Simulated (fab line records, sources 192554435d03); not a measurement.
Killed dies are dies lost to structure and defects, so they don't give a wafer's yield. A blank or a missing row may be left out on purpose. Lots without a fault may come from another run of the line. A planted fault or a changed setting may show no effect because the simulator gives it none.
Chamber matching | flow n5_finfet | N5_BEOL_M8_DESCUM_33 on rie_diel-04: 4 sister chambers
The step chemistry O2, time 7 s. 18 wafers are shown with their chamber, then 9 later ones without.

WAFERS WITH THEIR CHAMBER
wafer  | chamber | showerhead_plenum_p_Torr (Torr) | drypump_motor_current_A (A) | throttle_valve_pct (%)
L075.3 | 2       | 2.03                            | 5.9                         | 20.53
L075.4 | 1       | 2.05                            | 6.0                         | 20.33
L075.5 | 3       | 2.21                            | 6.0                         | 20.33
L080.1 | 0       | 2.06                            | 6.5                         | 20.30
L080.3 | 3       | 2.21                            | 6.0                         | 20.35
L080.6 | 1       | 2.05                            | 5.9                         | 20.35
L081.1 | 1       | 2.05                            | 5.9                         | 20.36
L081.4 | 3       | 2.21                            | 6.0                         | 20.34
L081.6 | 3       | 2.21                            | 6.0                         | 20.37
L086.1 | 1       | 2.04                            | 5.9                         | 20.36
L086.2 | 2       | 2.02                            | 5.9                         | 20.55
L086.4 | 3       | 2.20                            | 6.0                         | 20.36
L087.2 | 2       | 2.02                            | 5.8                         | 20.56
L087.5 | 2       | 2.02                            | 5.8                         | 20.56
L087.6 | 3       | 2.20                            | 6.0                         | 20.38
L088.2 | 2       | 2.02                            | 5.8                         | 20.57
L088.3 | 1       | 2.04                            | 6.0                         | 20.37
L088.5 | 3       | 2.20                            | 6.0                         | 20.38

SIGNATURES (means of the wafers above)
reading                  | chamber 0 | chamber 1 | chamber 2 | chamber 3 | scatter within a chamber
showerhead_plenum_p_Torr | 2.0600    | 2.0460    | 2.0220    | 2.2057    | 0.00515
drypump_motor_current_A  | 6.500     | 5.940     | 5.840     | 6.000     | 0.0414
throttle_valve_pct       | 20.3000   | 20.3540   | 20.5540   | 20.3586   | 0.0172
Rule: a wafer's distance from a chamber is the root of the sum, over the readings, of the square of ((its reading less the chamber's mean) divided by the reading's scatter). The wafer belongs to the nearest chamber; if the next one is less than 2 further off, it can't be placed. The scatter: the root of (the sum of the squares of (reading less its chamber's mean) over the shown wafers, divided by (wafers less chambers)).

WAFERS WITHOUT THEIR CHAMBER
wafer  | showerhead_plenum_p_Torr (Torr) | drypump_motor_current_A (A) | throttle_valve_pct (%)
L090.1 | 2.06                            | 6.5                         | 20.34
L090.3 | 2.02                            | 5.9                         | 20.56
L090.6 | 2.20                            | 6.0                         | 20.38
L094.2 | 2.04                            | 5.9                         | 20.39
L094.3 | 2.20                            | 6.0                         | 20.40
L094.4 | 2.05                            | 6.5                         | 20.35
L097.1 | 2.05                            | 6.5                         | 20.36
L097.4 | 2.02                            | 5.9                         | 20.59
L097.5 | 2.03                            | 5.9                         | 20.40

WHICH CHAMBER EACH WENT THROUGH
wafer  | from the rows above | in truth
L090.1 | 0                   | 0
L090.3 | 2                   | 2
L090.6 | 3                   | 3
L094.2 | 1                   | 1
L094.3 | 3                   | 3
L094.4 | 0                   | 0
L097.1 | 0                   | 0
L097.4 | 2                   | 2
L097.5 | 1                   | 1
Placed correctly: 9 of 9. Can't be placed from these rows: 0. Placed wrongly: 0.
